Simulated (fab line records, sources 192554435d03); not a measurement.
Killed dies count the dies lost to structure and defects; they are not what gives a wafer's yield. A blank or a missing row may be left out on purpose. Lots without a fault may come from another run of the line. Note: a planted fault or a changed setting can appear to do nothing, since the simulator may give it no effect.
Problem report, 8D (eight disciplines) form, completed by code ; flow n5 finfet ; the parts of the form that need people (team, actions taken, sign-off) are left out

## 1. WHAT WENT WRONG
spin speed rpm at N5_BEOL_M5_COAT_66 reads a mean of 1322.1 rpm on 9 wafers of 3 lots; wafers without a fault read 1500.0 rpm with a standard deviation of 0.96. So: -99 or more standard deviations from the usual mean.
The step: time 60 s, resist thk 12 nm.
First seen on wafer L411.1, day 12 07:56, on litho track-01. The record has a number at this step for 37 wafers belonging to 13 lots. Rule for "out", or "out of limits": more than 4 standard deviations from the usual mean. The other wafers with a number count as sound.

## 2. WHAT IT IS, WHAT IT ISN'T
question;is;is not
which readings at this step;spin speed rpm;chill plate temp C
which lots;L411, L412, L413;L394, L396, L398, L399, L400, L401, L403, L415, L416, L417
which wafers of those lots;all that have a number;-
read on which tools;litho track-01;litho track-02, litho track-03
when;from day 12 07:56;"up to then (19 sound wafers); but 9 sound wafers of L415, L416, L417 came after"

## 3. THE SUSPECTS, EACH WITH WHAT RULES IT OUT
Counting: a tool at a process step up to the reading stays a suspect if it ran every lot that is out and no sound lot after the first of them.
- pecvd-04 at N5_BEOL_M5_ILD_DEP_00 (deposits SiCOH lowk from DEMS/porogen, target thk 140.64 nm, time 25.9 s): ruled out as a lasting fault. Sound lots L416 ran on it after its first lot that is out, L411 (day 12 03:44).
- litho track-01 at N5_BEOL_M5_COAT_66 (time 60 s, resist thk 12 nm): kept. It processed each lot that is out, first L411 at day 12 07:56, and no sound lot thereafter; up to then, the last sound lot it processed was L403 at day 10 09:56. Out on those wafers are its own readings of spin speed rpm.
After counting, what remains is litho track-01 at N5_BEOL_M5_COAT_66.

## 4. THE CAUSE (what the simulator had put in)
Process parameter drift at N5_BEOL_M5_COAT_66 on litho track-01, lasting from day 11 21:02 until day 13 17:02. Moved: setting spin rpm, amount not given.
This tool alone remained once counting was done.

## 5. SEQUENCE OF EFFECTS, ordered by route
Each row: a reading whose mean over the struck wafers that have a number lies more than 3 standard deviations from the usual. Readings are gone through only where the record gives a usual standard deviation; hours: the median, over the lots, of the time from a lot's start at the first step in this table giving one to that lot's start at this step; sigmas: the change measured in usual standard deviations.
hours;step;reading;usual;on struck wafers;change;sigmas
0;N5_BEOL_M5_COAT_66;spin speed rpm;1500.0 rpm;1322.1;-177.9;-99 or more
Process steps it contains:
- N5_BEOL_M5_COAT_66: time 60 s, resist thk 12 nm.

## 6. WHAT WOULD HAVE CAUGHT IT SOONER
In this record the first reading out of limits was taken at day 12 07:56, 11 hours after the fault began at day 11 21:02.
